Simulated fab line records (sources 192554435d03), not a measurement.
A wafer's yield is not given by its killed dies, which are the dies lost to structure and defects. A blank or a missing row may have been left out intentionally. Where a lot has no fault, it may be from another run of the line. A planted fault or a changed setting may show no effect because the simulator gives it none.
fab line records ; flow n5Finfet
record: lots: 24; wafers: 72; lastDay: 18
route steps=1938 shown BEOL_M11@1581 BEOL_M12@1618
lots with no fault: from the same line, run without faults
startH: hours from the record's opening day to when the first of the lot's shown wafers began ; waitH: hours since the lot's step before ; " identical to the entry in the row above ; L1.1+2: a row that stands for several wafers ; - no value, or no start given ; * or withheld: withheld ; < > ~ a bound
route shown NAME@n: names a module that has steps shown in the file, with the first one's number in the route ; usual: average and standard deviation across the fault-free wafers ; same: alike in all rows ; chamber/n: place in a boat ; sites: per-site readings ; _std_site: the standard deviation of these ; _edge_site: outer sites' mean less inner sites' ; radiusMm: for every site, how far away it sits from the centre of the wafer ; mask NAME#n: copy n ; behind: the most recent tool/chamber to have shaped the wafer ; hold: why the lot was held/for how many hours/how that ended ; device: names the non-switching transistor (n, p or np) ; end of line: the route-end tests of the same wafers ; a step given without rows: its recipe and nothing more ; killed: at the first sort, the dies lost to defects and structure; wafer yield is something else ; map: dies across one wafer; x = killed, . = not, _ = none there
set.NAME: the setting the step ran with; set.NAME@STEP: the setting that earlier step ran with ; model.NAME: the simulator's own value behind a step, which no gauge read
a sample of lots followed through the steps of the route, with each step as a table and each wafer as a row
services: a tool's chamber out of use, with start hour (startH, from the record's first day; less than 0 if before it), hours out, and reason
== steps ==
step: N5_BEOL_M11_OCD_MEAS_38
usual: trenchDepthNm: 147.8/2.2
lot.wafer;tool;chamber;startH;waitH;trenchDepthNm
L074.3;ocd-02;-;229.39;-;145.1
L074.4;ocd-02;-;229.39;-;147.7
L074.6;ocd-02;-;229.39;-;150.7
L075.2;ocd-02;-;232.45;-;149.8
L075.4;ocd-02;-;232.45;-;148.5
L075.5;ocd-02;-;232.45;-;148.8
L076.1;ocd-02;-;240.36;-;142.6
L076.4;ocd-02;-;240.36;-;144.3
L076.6;ocd-02;-;240.36;-;143.7
L078.1;ocd-02;-;242.99;-;146.5
L078.4;ocd-02;-;242.99;-;146.2
L078.6;ocd-02;-;242.99;-;145.4
L077.1;ocd-02;-;248.02;-;145.8
L077.3;ocd-02;-;248.02;-;147.0
L077.4;ocd-02;-;248.02;-;146.0
L079.1;ocd-02;-;265.59;-;150.7
L079.5;ocd-02;-;265.59;-;144.0
L079.6;ocd-02;-;265.59;-;150.7
L080.1;ocd-02;-;278.62;-;145.2
L080.3;ocd-02;-;278.62;-;147.0
L080.4;ocd-02;-;278.62;-;146.4
L081.2;ocd-02;-;282.54;-;148.0
L081.3;ocd-02;-;282.54;-;147.0
L081.4;ocd-02;-;282.54;-;149.5
L084.3;ocd-02;-;311.38;-;147.5
L084.5;ocd-02;-;311.38;-;148.8
L084.6;ocd-02;-;311.38;-;151.7
L087.3;ocd-02;-;313.81;-;148.9
L087.4;ocd-02;-;313.81;-;146.2
L087.6;ocd-02;-;313.81;-;146.5
L083.2;ocd-01;-;315.33;-;149.8
L083.5;ocd-01;-;315.33;-;148.6
L083.6;ocd-01;-;315.33;-;144.9
L082.4;ocd-01;-;317.83;-;144.6
L082.5;ocd-01;-;317.83;-;149.3
L082.6;ocd-01;-;317.83;-;144.5
L086.4;ocd-01;-;320.22;-;147.4
L086.5;ocd-01;-;320.22;-;146.5
L086.6;ocd-01;-;320.22;-;144.0
L085.2;ocd-02;-;325.04;-;150.6
L085.3;ocd-02;-;325.04;-;150.7
L085.6;ocd-02;-;325.04;-;150.3
L088.1;ocd-01;-;328.65;-;143.7
L088.2;ocd-01;-;328.65;-;148.0
L088.4;ocd-01;-;328.65;-;148.4
L089.1;ocd-02;-;343.90;-;146.6
L089.4;ocd-02;-;343.90;-;145.7
L089.6;ocd-02;-;343.90;-;148.1
L091.1;ocd-02;-;354.49;-;145.1
L091.2;ocd-02;-;354.49;-;148.2
L091.3;ocd-02;-;354.49;-;146.9
L090.1;ocd-01;-;354.87;-;150.4
L090.3;ocd-01;-;354.87;-;147.5
L090.6;ocd-01;-;354.87;-;150.5
L092.4;ocd-02;-;357.16;-;148.6
L092.5;ocd-02;-;357.16;-;147.8
L092.6;ocd-02;-;357.16;-;146.1
L094.2;ocd-02;-;357.33;-;146.1
L094.5;ocd-02;-;357.33;-;147.1
L094.6;ocd-02;-;357.33;-;144.6
L093.1;ocd-02;-;357.88;-;147.4
L093.2;ocd-02;-;357.88;-;151.5
L093.4;ocd-02;-;357.88;-;151.5
L095.2;ocd-01;-;364.57;-;150.9
L095.4;ocd-01;-;364.57;-;148.9
L095.6;ocd-01;-;364.57;-;147.6
L096.1;ocd-02;-;370.22;-;144.0
L096.2;ocd-02;-;370.22;-;146.5
L096.3;ocd-02;-;370.22;-;147.9
L097.1;ocd-01;-;388.10;-;150.8
L097.2;ocd-01;-;388.10;-;150.6
L097.5;ocd-01;-;388.10;-;151.0
step: N5_BEOL_M11_CD_MEAS_35
recipe: targetCdNm: 70; polarity: opening
usual: cdNm: 69.9/0.47
lot.wafer;tool;chamber;startH;waitH;cdNm
L074.3;cdSem-03;-;229.54;0.0;70.3
L074.4;cdSem-03;-;229.54;0.0;69.8
L074.6;cdSem-03;-;229.54;0.0;70.1
L075.2;cdSem-02;-;232.60;0.0;69.2
L075.4;cdSem-02;-;232.60;0.0;69.2
L075.5;cdSem-02;-;232.60;0.0;69.8
L076.1;cdSem-01;-;240.53;0.0;69.5
L076.4;cdSem-01;-;240.53;0.0;69.6
L076.6;cdSem-01;-;240.53;0.0;69.8
L078.1;cdSem-03;-;243.16;0.0;70.6
L078.4;cdSem-03;-;243.16;0.0;69.2
L078.6;cdSem-03;-;243.16;0.0;70.6
L077.1;cdSem-02;-;248.18;0.0;70.0
L077.3;cdSem-02;-;248.18;0.0;69.8
L077.4;cdSem-02;-;248.18;0.0;69.7
L079.1;cdSem-02;-;265.74;0.0;70.3
L079.5;cdSem-02;-;265.74;0.0;69.6
L079.6;cdSem-02;-;265.74;0.0;69.9
L080.1;cdSem-03;-;278.77;0.0;69.4
L080.3;cdSem-03;-;278.77;0.0;69.7
L080.4;cdSem-03;-;278.77;0.0;70.1
L081.2;cdSem-01;-;282.70;0.0;70.4
L081.3;cdSem-01;-;282.70;0.0;70.1
L081.4;cdSem-01;-;282.70;0.0;70.5
L084.3;cdSem-02;-;311.54;0.0;70.6
L084.5;cdSem-02;-;311.54;0.0;70.3
L084.6;cdSem-02;-;311.54;0.0;70.2
L087.3;cdSem-01;-;313.97;0.0;70.2
L087.4;cdSem-01;-;313.97;0.0;69.9
L087.6;cdSem-01;-;313.97;0.0;69.3
L083.2;cdSem-02;-;315.48;0.0;69.6
L083.5;cdSem-02;-;315.48;0.0;69.8
L083.6;cdSem-02;-;315.48;0.0;70.2
L082.4;cdSem-03;-;318.00;0.0;69.8
L082.5;cdSem-03;-;318.00;0.0;69.9
L082.6;cdSem-03;-;318.00;0.0;69.8
L086.4;cdSem-01;-;320.37;0.0;69.7
L086.5;cdSem-01;-;320.37;0.0;69.2
L086.6;cdSem-01;-;320.37;0.0;68.9
L085.2;cdSem-03;-;325.19;0.0;70.4
L085.3;cdSem-03;-;325.19;0.0;69.9
L085.6;cdSem-03;-;325.19;0.0;69.5
L088.1;cdSem-03;-;328.80;0.0;69.7
L088.2;cdSem-03;-;328.80;0.0;70.3
L088.4;cdSem-03;-;328.80;0.0;69.3
L089.1;cdSem-01;-;344.05;0.0;70.5
L089.4;cdSem-01;-;344.05;0.0;70.8
L089.6;cdSem-01;-;344.05;0.0;70.1
L091.1;cdSem-03;-;354.74;0.0;69.6
L091.2;cdSem-03;-;354.74;0.0;69.2
L091.3;cdSem-03;-;354.74;0.0;68.6
L090.1;cdSem-03;-;355.02;0.0;69.7
L090.3;cdSem-03;-;355.02;0.0;69.9
L090.6;cdSem-03;-;355.02;0.0;70.4
L092.4;cdSem-02;-;357.32;0.0;70.0
L092.5;cdSem-02;-;357.32;0.0;70.2
L092.6;cdSem-02;-;357.32;0.0;70.2
L094.2;cdSem-02;-;357.58;0.0;70.4
L094.5;cdSem-02;-;357.58;0.0;70.3
L094.6;cdSem-02;-;357.58;0.0;69.9
L093.1;cdSem-03;-;358.04;0.0;69.8
L093.2;cdSem-03;-;358.04;0.0;70.0
L093.4;cdSem-03;-;358.04;0.0;69.5
L095.2;cdSem-02;-;364.72;0.0;69.8
L095.4;cdSem-02;-;364.72;0.0;70.4
L095.6;cdSem-02;-;364.72;0.0;70.3
L096.1;cdSem-01;-;370.47;0.0;69.4
L096.2;cdSem-01;-;370.47;0.0;69.4
L096.3;cdSem-01;-;370.47;0.0;69.6
L097.1;cdSem-01;-;388.26;0.0;71.0
L097.2;cdSem-01;-;388.26;0.0;69.8
L097.5;cdSem-01;-;388.26;0.0;70.1
step: N5_BEOL_M11_DEGAS_44
recipe: ambient: vacuum; tempC: 250; timeS: 60
usual: heaterPowerW: 332/27
same: timeS: 60
lot.wafer;tool;chamber;startH;waitH;heaterPowerW
L074.3;pvdSputter-01;-;230.23;0.2;297
L074.4;pvdSputter-01;-;230.23;0.2;306
L074.6;pvdSputter-01;-;230.23;0.2;309
L075.2;pvdSputter-03;-;233.18;0.4;298
L075.4;pvdSputter-03;-;233.18;0.4;332
L075.5;pvdSputter-03;-;233.18;0.4;332
L076.1;pvdSputter-02;-;241.13;0.5;341
L076.4;pvdSputter-02;-;241.13;0.5;415
L076.6;pvdSputter-02;-;241.13;0.5;319
L078.1;pvdSputter-02;-;245.33;2.0;311
L078.4;pvdSputter-02;-;245.33;2.0;382
L078.6;pvdSputter-02;-;245.33;2.0;354
L077.1;pvdSputter-01;-;248.80;0.5;307
L077.3;pvdSputter-01;-;248.80;0.5;321
L077.4;pvdSputter-01;-;248.80;0.5;331
L079.1;pvdSputter-02;-;266.24;0.3;380
L079.5;pvdSputter-02;-;266.24;0.3;320
L079.6;pvdSputter-02;-;266.24;0.3;380
L080.1;pvdSputter-01;-;279.51;0.6;308
L080.3;pvdSputter-01;-;279.51;0.6;325
L080.4;pvdSputter-01;-;279.51;0.6;320
L081.2;pvdSputter-01;-;283.07;0.2;317
L081.3;pvdSputter-01;-;283.07;0.2;352
L081.4;pvdSputter-01;-;283.07;0.2;300
L084.3;pvdSputter-03;-;311.90;0.2;299
L084.5;pvdSputter-03;-;311.90;0.2;300
L084.6;pvdSputter-03;-;311.90;0.2;329
L087.3;pvdSputter-02;-;314.40;0.2;376
L087.4;pvdSputter-02;-;314.40;0.2;410
L087.6;pvdSputter-02;-;314.40;0.2;343
L083.2;pvdSputter-01;-;317.78;2.2;323
L083.5;pvdSputter-01;-;317.78;2.2;324
L083.6;pvdSputter-01;-;317.78;2.2;311
L082.4;pvdSputter-01;-;318.68;0.2;329
L082.5;pvdSputter-01;-;318.68;0.2;350
L082.6;pvdSputter-01;-;318.68;0.2;299
L086.4;pvdSputter-03;-;322.08;1.5;327
L086.5;pvdSputter-03;-;322.08;1.5;304
L086.6;pvdSputter-03;-;322.08;1.5;329
L085.2;pvdSputter-03;-;326.18;0.5;293
L085.3;pvdSputter-03;-;326.18;0.5;328
L085.6;pvdSputter-03;-;326.18;0.5;341
L088.1;pvdSputter-03;-;329.18;0.3;328
L088.2;pvdSputter-03;-;329.18;0.3;329
L088.4;pvdSputter-03;-;329.18;0.3;330
L089.1;pvdSputter-03;-;344.64;0.5;339
L089.4;pvdSputter-03;-;344.64;0.5;333
L089.6;pvdSputter-03;-;344.64;0.5;353
L091.1;pvdSputter-01;-;356.85;2.0;310
L091.2;pvdSputter-01;-;356.85;2.0;323
L091.3;pvdSputter-01;-;356.85;2.0;313
L090.1;pvdSputter-01;-;356.93;1.8;300
L090.3;pvdSputter-01;-;356.93;1.8;326
L090.6;pvdSputter-01;-;356.93;1.8;305
L092.4;pvdSputter-02;-;357.71;0.1;406
L092.5;pvdSputter-02;-;357.71;0.1;315
L092.6;pvdSputter-02;-;357.71;0.1;376
L094.2;pvdSputter-01;-;358.01;0.2;319
L094.5;pvdSputter-01;-;358.01;0.2;320
L094.6;pvdSputter-01;-;358.01;0.2;318
L093.1;pvdSputter-01;-;358.46;0.3;307
L093.2;pvdSputter-01;-;358.46;0.3;340
L093.4;pvdSputter-01;-;358.46;0.3;319
L095.2;pvdSputter-02;-;365.38;0.5;324
L095.4;pvdSputter-02;-;365.38;0.5;377
L095.6;pvdSputter-02;-;365.38;0.5;351
L096.1;pvdSputter-02;-;371.05;0.5;318
L096.2;pvdSputter-02;-;371.05;0.5;406
L096.3;pvdSputter-02;-;371.05;0.5;376
L097.1;pvdSputter-03;-;393.31;5.0;300
L097.2;pvdSputter-03;-;393.31;5.0;326
L097.5;pvdSputter-03;-;393.31;5.0;360
step: N5_BEOL_M11_ANNEAL_51
recipe: tempC: 225; timeS: 90; ambient: N2
usual: wafer_temp_C_max: 225.85/0.26
same: timeS: 90
lot.wafer;tool;chamber;startH;waitH;wafer_temp_C_max
L074.3;rtpAnneal-02;0;231.84;0.4;225.81
L074.4;rtpAnneal-02;0;231.84;0.4;225.67
L074.6;rtpAnneal-02;0;231.84;0.4;225.98
L075.2;rtpAnneal-02;0;236.26;0.1;226.05
L075.4;rtpAnneal-02;0;236.26;0.1;225.84
L075.5;rtpAnneal-02;0;236.26;0.1;225.67
L076.1;rtpAnneal-01;0;242.48;0.2;225.92
L076.4;rtpAnneal-01;0;242.48;0.2;225.59
L076.6;rtpAnneal-01;0;242.48;0.2;225.90
L078.1;rtpAnneal-02;0;246.28;0.1;225.90
L078.4;rtpAnneal-02;0;246.28;0.1;225.68
L078.6;rtpAnneal-02;0;246.28;0.1;226.13
L077.1;rtpAnneal-01;0;249.83;0.2;225.50
L077.3;rtpAnneal-01;0;249.83;0.2;225.51
L077.4;rtpAnneal-01;0;249.83;0.2;225.59
L079.1;rtpAnneal-01;0;267.45;0.5;225.75
L079.5;rtpAnneal-01;0;267.45;0.5;225.58
L079.6;rtpAnneal-01;0;267.45;0.5;225.58
L080.1;rtpAnneal-02;0;280.67;0.4;225.91
L080.3;rtpAnneal-02;0;280.67;0.4;225.83
L080.4;rtpAnneal-02;0;280.67;0.4;226.01
L081.2;rtpAnneal-01;0;284.49;0.3;225.83
L081.3;rtpAnneal-01;0;284.49;0.3;226.07
L081.4;rtpAnneal-01;0;284.49;0.3;225.77
L084.3;rtpAnneal-01;0;312.99;0.1;225.83
L084.5;rtpAnneal-01;0;312.99;0.1;225.89
L084.6;rtpAnneal-01;0;312.99;0.1;225.54
L087.3;rtpAnneal-01;0;315.42;0.2;225.53
L087.4;rtpAnneal-01;0;315.42;0.2;225.50
L087.6;rtpAnneal-01;0;315.42;0.2;225.55
L083.2;rtpAnneal-01;0;318.76;0.1;226.02
L083.5;rtpAnneal-01;0;318.76;0.1;225.82
L083.6;rtpAnneal-01;0;318.76;0.1;225.82
L082.4;rtpAnneal-02;0;320.58;1.0;225.55
L082.5;rtpAnneal-02;0;320.58;1.0;225.85
L082.6;rtpAnneal-02;0;320.58;1.0;225.93
L086.4;rtpAnneal-02;0;323.52;0.6;226.00
L086.5;rtpAnneal-02;0;323.52;0.6;225.99
L086.6;rtpAnneal-02;0;323.52;0.6;225.81
L085.2;rtpAnneal-02;0;328.55;0.1;226.04
L085.3;rtpAnneal-02;0;328.55;0.1;226.30
L085.6;rtpAnneal-02;0;328.55;0.1;226.09
L088.1;rtpAnneal-01;0;330.99;0.5;225.68
L088.2;rtpAnneal-01;0;330.99;0.5;226.06
L088.4;rtpAnneal-01;0;330.99;0.5;225.80
L089.1;rtpAnneal-02;0;345.63;0.1;226.16
L089.4;rtpAnneal-02;0;345.63;0.1;226.13
L089.6;rtpAnneal-02;0;345.63;0.1;226.40
L091.1;rtpAnneal-01;0;357.72;0.1;225.69
L091.2;rtpAnneal-01;0;357.72;0.1;225.93
L091.3;rtpAnneal-01;0;357.72;0.1;226.00
L090.1;rtpAnneal-02;0;358.08;0.1;226.37
L090.3;rtpAnneal-02;0;358.08;0.1;226.17
L090.6;rtpAnneal-02;0;358.08;0.1;225.86
L092.4;rtpAnneal-02;0;358.75;0.2;225.82
L092.5;rtpAnneal-02;0;358.75;0.2;225.76
L092.6;rtpAnneal-02;0;358.75;0.2;225.87
L094.2;rtpAnneal-02;0;359.20;0.2;226.45
L094.5;rtpAnneal-02;0;359.20;0.2;226.22
L094.6;rtpAnneal-02;0;359.20;0.2;226.14
L093.1;rtpAnneal-01;0;361.00;0.1;225.37
L093.2;rtpAnneal-01;0;361.00;0.1;225.80
L093.4;rtpAnneal-01;0;361.00;0.1;225.79
L095.2;rtpAnneal-01;0;366.62;0.3;225.63
L095.4;rtpAnneal-01;0;366.62;0.3;225.89
L095.6;rtpAnneal-01;0;366.62;0.3;225.63
L096.1;rtpAnneal-01;0;372.24;0.3;225.43
L096.2;rtpAnneal-01;0;372.24;0.3;225.60
L096.3;rtpAnneal-01;0;372.24;0.3;225.91
L097.1;rtpAnneal-01;0;394.52;0.3;225.63
L097.2;rtpAnneal-01;0;394.52;0.3;225.71
L097.5;rtpAnneal-01;0;394.52;0.3;225.51
step: N5_BEOL_M11_DEP_56
recipe: material: SiCN; targetThkA: 300; tempC: withheld; precursor: 3MS/NH3; pressureTorr: 3; rfW: 675; timeS: 10.5
usual: showerheadPlenumPTorr: 4.148/0.028; showerheadVppV: 1634/71; throttleValvePct: 17.5/0.8
same: timeS: 10.5
lot.wafer;tool;chamber;startH;waitH;showerheadPlenumPTorr;showerheadVppV;throttleValvePct
L074.3;pecvd-04;2;232.40;0.0;4.142;1648;16.5
L074.4;pecvd-04;2;232.40;0.0;4.133;1631;16.5
L074.6;pecvd-04;1;232.40;0.0;4.133;1707;17.0
L075.2;pecvd-01;2;236.88;0.0;4.143;1666;18.4
L075.4;pecvd-01;2;236.88;0.0;4.123;1653;18.4
L075.5;pecvd-01;0;236.88;0.0;4.093;1583;18.3
L076.1;pecvd-01;1;243.14;0.0;4.133;1454;17.7
L076.4;pecvd-01;1;243.14;0.0;4.126;1465;17.7
L076.6;pecvd-01;0;243.14;0.0;4.102;1558;18.3
L078.1;pecvd-03;2;246.95;0.0;4.171;1688;16.4
L078.4;pecvd-03;0;246.95;0.0;4.171;1682;18.7
L078.6;pecvd-03;1;246.95;0.0;4.150;1626;17.4
L077.1;pecvd-04;0;250.50;0.0;4.207;1560;17.7
L077.3;pecvd-04;2;250.50;0.0;4.124;1611;16.6
L077.4;pecvd-04;2;250.50;0.0;4.135;1635;16.5
L079.1;pecvd-03;0;268.12;0.0;4.160;1662;19.0
L079.5;pecvd-03;2;268.12;0.0;4.149;1676;16.6
L079.6;pecvd-03;1;268.12;0.0;4.131;1658;17.7
L080.1;pecvd-01;0;281.32;0.0;4.102;1588;18.2
L080.3;pecvd-01;1;281.32;0.0;4.135;1454;17.4
L080.4;pecvd-01;1;281.32;0.0;4.116;1448;17.6
L081.2;pecvd-04;2;285.10;0.0;4.129;1614;16.6
L081.3;pecvd-04;1;285.10;0.0;4.124;1700;17.3
L081.4;pecvd-04;0;285.10;0.0;4.199;1563;17.6
L084.3;pecvd-04;0;313.55;0.0;4.199;1539;17.6
L084.5;pecvd-04;1;313.55;0.0;4.124;1729;17.4
L084.6;pecvd-04;0;313.55;0.0;4.196;1560;17.6
L087.3;pecvd-03;0;315.99;0.0;4.165;1720;19.0
L087.4;pecvd-03;1;315.99;0.0;4.144;1708;17.5
L087.6;pecvd-03;0;315.99;0.0;4.176;1689;19.1
L083.2;pecvd-04;0;319.40;0.0;4.191;1529;17.7
L083.5;pecvd-04;0;319.40;0.0;4.201;1529;17.9
L083.6;pecvd-04;2;319.40;0.0;4.136;1594;16.7
L082.4;pecvd-04;0;321.13;0.0;4.205;1530;17.6
L082.5;pecvd-04;2;321.13;0.0;4.142;1593;16.8
L082.6;pecvd-04;1;321.13;0.0;4.121;1725;17.3
L086.4;pecvd-03;1;324.05;0.0;4.150;1677;17.7
L086.5;pecvd-03;0;324.05;0.0;4.174;1667;19.0
L086.6;pecvd-03;2;324.05;0.0;4.156;1669;16.6
L085.2;pecvd-04;2;329.16;0.0;4.137;1621;16.7
L085.3;pecvd-04;1;329.16;0.0;4.120;1697;16.9
L085.6;pecvd-04;1;329.16;0.0;4.124;1662;17.2
L088.1;pecvd-01;2;331.65;0.0;4.143;1697;16.8
L088.2;pecvd-01;0;331.65;0.0;4.097;1553;18.6
L088.4;pecvd-01;2;331.65;0.0;4.140;1683;17.2
L089.1;pecvd-04;0;346.29;0.0;4.193;1520;17.9
L089.4;pecvd-04;2;346.29;0.0;4.126;1623;16.8
L089.6;pecvd-04;2;346.29;0.0;4.139;1627;16.7
L091.1;pecvd-03;1;358.37;0.0;4.147;1671;17.5
L091.2;pecvd-03;0;358.37;0.0;4.168;1702;19.2
L091.3;pecvd-03;2;358.37;0.0;4.146;1705;16.7
L090.1;pecvd-03;0;358.73;0.0;4.165;1683;19.4
L090.3;pecvd-03;2;358.73;0.0;4.166;1685;16.5
L090.6;pecvd-03;0;358.73;0.0;4.166;1699;19.1
L092.4;pecvd-04;2;359.30;0.0;4.139;1624;16.9
L092.5;pecvd-04;1;359.30;0.0;4.125;1747;17.2
L092.6;pecvd-04;0;359.30;0.0;4.202;1556;17.3
L094.2;pecvd-04;0;359.81;0.0;4.198;1550;17.8
L094.5;pecvd-04;0;359.81;0.0;4.210;1540;17.8
L094.6;pecvd-04;1;359.81;0.0;4.128;1676;17.1
L093.1;pecvd-03;2;361.67;0.0;4.152;1656;16.5
L093.2;pecvd-03;1;361.67;0.0;4.143;1649;17.7
L093.4;pecvd-03;0;361.67;0.0;4.169;1665;19.3
L095.2;pecvd-03;2;367.23;0.0;4.147;1695;16.5
L095.4;pecvd-03;1;367.23;0.0;4.146;1679;17.5
L095.6;pecvd-03;0;367.23;0.0;4.172;1698;19.3
L096.1;pecvd-04;1;372.91;0.0;4.127;1719;17.2
L096.2;pecvd-04;2;372.91;0.0;4.127;1616;16.6
L096.3;pecvd-04;2;372.91;0.0;4.122;1645;16.6
L097.1;pecvd-03;0;395.17;0.0;4.167;1691;19.0
L097.2;pecvd-03;1;395.17;0.0;4.138;1693;17.6
L097.5;pecvd-03;0;395.17;0.0;4.165;1694;19.3
step: N5_BEOL_M12_STRIP_63
recipe: chemistry: N2/H2; powerW: 1000; tempC: 250; h2Frac: 0.65; overashFraction: 0.3; pressureMtorr: 1000; n2FlowSccm: 1750; h2FlowSccm: 3250
usual: drypumpMotorCurrentA: 5.6/0.37; heaterPowerW: 338/19; oesProductAu: 0.693/0.0048; stripTimeToEndpointS: 42.6/0.81
lot.wafer;tool;chamber;startH;waitH;drypumpMotorCurrentA;heaterPowerW;oesProductAu;rfHoursCounterH;stripTimeToEndpointS
L074.3;plasmaAsher-02;1;233.55;-;5.1;349;0.693;-;42.0
L074.4;plasmaAsher-02;0;233.55;-;5.4;313;0.691;-;42.0
L074.6;plasmaAsher-02;0;233.55;-;5.4;308;0.680;-;42.1
L075.2;plasmaAsher-01;0;238.18;-;5.5;359;0.688;68;42.5
L075.4;plasmaAsher-01;1;238.18;-;6.2;322;0.690;-;43.0
L075.5;plasmaAsher-01;0;238.18;-;5.6;365;0.700;-;42.6
L076.1;plasmaAsher-01;1;244.09;-;6.1;327;0.689;69;43.1
L076.4;plasmaAsher-01;0;244.09;-;5.6;365;0.696;-;42.1
L076.6;plasmaAsher-01;1;244.09;-;6.2;324;0.690;-;42.2
L078.1;plasmaAsher-01;0;248.22;-;5.6;358;0.701;70;43.9
L078.4;plasmaAsher-01;1;248.22;-;6.2;325;0.697;-;43.4
L078.6;plasmaAsher-01;0;248.22;-;5.6;363;0.695;-;42.4
L077.1;plasmaAsher-01;1;251.56;-;6.2;323;0.693;72;42.7
L077.3;plasmaAsher-01;0;251.56;-;5.6;364;0.690;-;43.5
L077.4;plasmaAsher-01;1;251.56;-;6.2;325;0.693;-;41.8
L079.1;plasmaAsher-02;1;269.86;-;5.1;341;0.691;129;42.1
L079.5;plasmaAsher-02;0;269.86;-;5.4;310;0.697;-;41.6
L079.6;plasmaAsher-02;1;269.86;-;5.1;342;0.694;-;42.1
L080.1;plasmaAsher-01;1;282.74;-;6.2;325;0.691;80;43.6
L080.3;plasmaAsher-01;0;282.74;-;5.6;363;0.700;-;43.1
L080.4;plasmaAsher-01;1;282.74;-;6.1;333;0.681;-;42.5
L081.2;plasmaAsher-01;1;286.62;-;6.1;329;0.694;80;42.6
L081.3;plasmaAsher-01;1;286.62;-;6.1;328;0.689;-;43.4
L081.4;plasmaAsher-01;0;286.62;-;5.6;357;0.691;-;41.0
L084.3;plasmaAsher-01;1;314.57;-;6.1;326;0.699;-;43.2
L084.5;plasmaAsher-01;1;314.57;-;6.2;326;0.697;-;43.0
L084.6;plasmaAsher-01;0;314.57;-;5.6;360;0.694;-;42.5
L087.3;plasmaAsher-01;0;317.40;-;5.6;366;0.699;-;44.6
L087.4;plasmaAsher-01;1;317.40;-;6.2;338;0.694;-;42.6
L087.6;plasmaAsher-01;1;317.40;-;6.1;323;0.691;-;43.1
L083.2;plasmaAsher-01;1;320.53;-;6.1;333;0.696;87;43.3
L083.5;plasmaAsher-01;0;320.53;-;5.6;363;0.695;-;42.2
L083.6;plasmaAsher-01;1;320.53;-;6.1;331;0.690;-;42.2
L082.4;plasmaAsher-01;1;322.80;-;6.1;328;0.695;-;43.3
L082.5;plasmaAsher-01;1;322.80;-;6.1;332;0.701;-;43.2
L082.6;plasmaAsher-01;0;322.80;-;5.6;365;0.689;-;43.2
L086.4;plasmaAsher-02;1;325.48;-;5.1;354;0.698;-;42.6
L086.5;plasmaAsher-02;1;325.48;-;5.1;352;0.697;-;43.4
L086.6;plasmaAsher-02;0;325.48;-;5.5;310;0.694;-;42.8
L085.2;plasmaAsher-02;0;330.85;-;5.5;320;0.686;140;43.4
L085.3;plasmaAsher-02;0;330.85;-;5.4;320;0.697;-;43.2
L085.6;plasmaAsher-02;1;330.85;-;5.2;352;0.693;-;42.3
L088.1;plasmaAsher-02;1;332.58;-;5.1;342;0.690;140;43.2
L088.2;plasmaAsher-02;0;332.58;-;5.4;304;0.703;140;42.6
L088.4;plasmaAsher-02;0;332.58;-;5.4;318;0.693;-;43.0
L089.1;plasmaAsher-01;0;347.54;-;5.6;369;0.698;93;43.6
L089.4;plasmaAsher-01;1;347.54;-;6.2;329;0.696;-;41.7
L089.6;plasmaAsher-01;0;347.54;-;5.6;359;0.702;-;41.6
L091.1;plasmaAsher-01;0;359.43;-;5.5;361;0.700;95;42.8
L091.2;plasmaAsher-01;1;359.43;-;6.1;331;0.689;95;42.0
L091.3;plasmaAsher-01;0;359.43;-;5.6;364;0.698;-;41.8
L090.1;plasmaAsher-01;1;359.79;-;6.1;328;0.687;95;42.8
L090.3;plasmaAsher-01;1;359.79;-;6.1;324;0.694;-;43.7
L090.6;plasmaAsher-01;1;359.79;-;6.1;331;0.687;-;42.7
L092.4;plasmaAsher-02;1;360.24;-;5.1;345;0.696;-;42.4
L092.5;plasmaAsher-02;0;360.24;-;5.4;301;0.704;-;41.3
L092.6;plasmaAsher-02;1;360.24;-;5.1;339;0.700;-;42.7
L094.2;plasmaAsher-02;1;361.34;-;5.1;347;0.691;146;42.4
L094.5;plasmaAsher-02;1;361.34;-;5.1;340;0.690;-;41.5
L094.6;plasmaAsher-02;0;361.34;-;5.4;315;0.694;-;42.0
L093.1;plasmaAsher-02;1;362.73;-;5.1;339;0.692;147;42.7
L093.2;plasmaAsher-02;0;362.73;-;5.4;310;0.698;147;42.5
L093.4;plasmaAsher-02;1;362.73;-;5.1;354;0.697;-;42.0
L095.2;plasmaAsher-01;0;368.26;-;5.5;360;0.688;98;41.0
L095.4;plasmaAsher-01;0;368.26;-;5.5;360;0.687;-;41.5
L095.6;plasmaAsher-01;1;368.26;-;6.1;325;0.696;-;42.1
L096.1;plasmaAsher-01;0;374.03;-;5.6;357;0.694;98;42.6
L096.2;plasmaAsher-01;1;374.03;-;6.2;326;0.695;98;42.0
L096.3;plasmaAsher-01;1;374.03;-;6.1;329;0.695;-;43.1
L097.1;plasmaAsher-02;0;396.10;-;5.4;314;0.693;153;43.3
L097.2;plasmaAsher-02;1;396.10;-;5.2;336;0.693;153;43.5
L097.5;plasmaAsher-02;1;396.10;-;5.1;346;0.692;-;43.0
== services ==
tool;chamber;startH;hours;kind
plasmaAsher-02;-;216.24;0.7;repair
plasmaAsher-01;-;220.51;2.3;repair
pecvd-01;2;240.72;-;clean
pecvd-01;2;240.72;29.5;scheduledDown
pecvd-01;2;240.72;29.5;ventCycle
plasmaAsher-02;-;247.06;14.6;pm
pecvd-04;2;258.13;2.1;scheduledDown
rtpAnneal-02;-;269.26;3.4;pm
pecvd-03;2;269.27;5.5;scheduledDown
plasmaAsher-02;-;313.98;4.0;repair
rtpAnneal-01;-;322.81;3.8;pm
pecvd-04;1;329.83;17.9;repair
pecvd-03;1;336.96;6.6;repair
pecvd-04;-;361.46;1.3;repair
pecvd-04;0;371.53;5.5;scheduledDown
pecvd-04;1;378.76;5.5;scheduledDown
pecvd-01;1;383.62;-;clean
pecvd-01;1;383.62;-;consumableReplace:showerhead
pecvd-01;1;383.62;29.0;scheduledDown
pecvd-01;1;383.62;29.0;ventCycle
pecvd-01;2;393.86;5.5;scheduledDown
== key ==
fault none
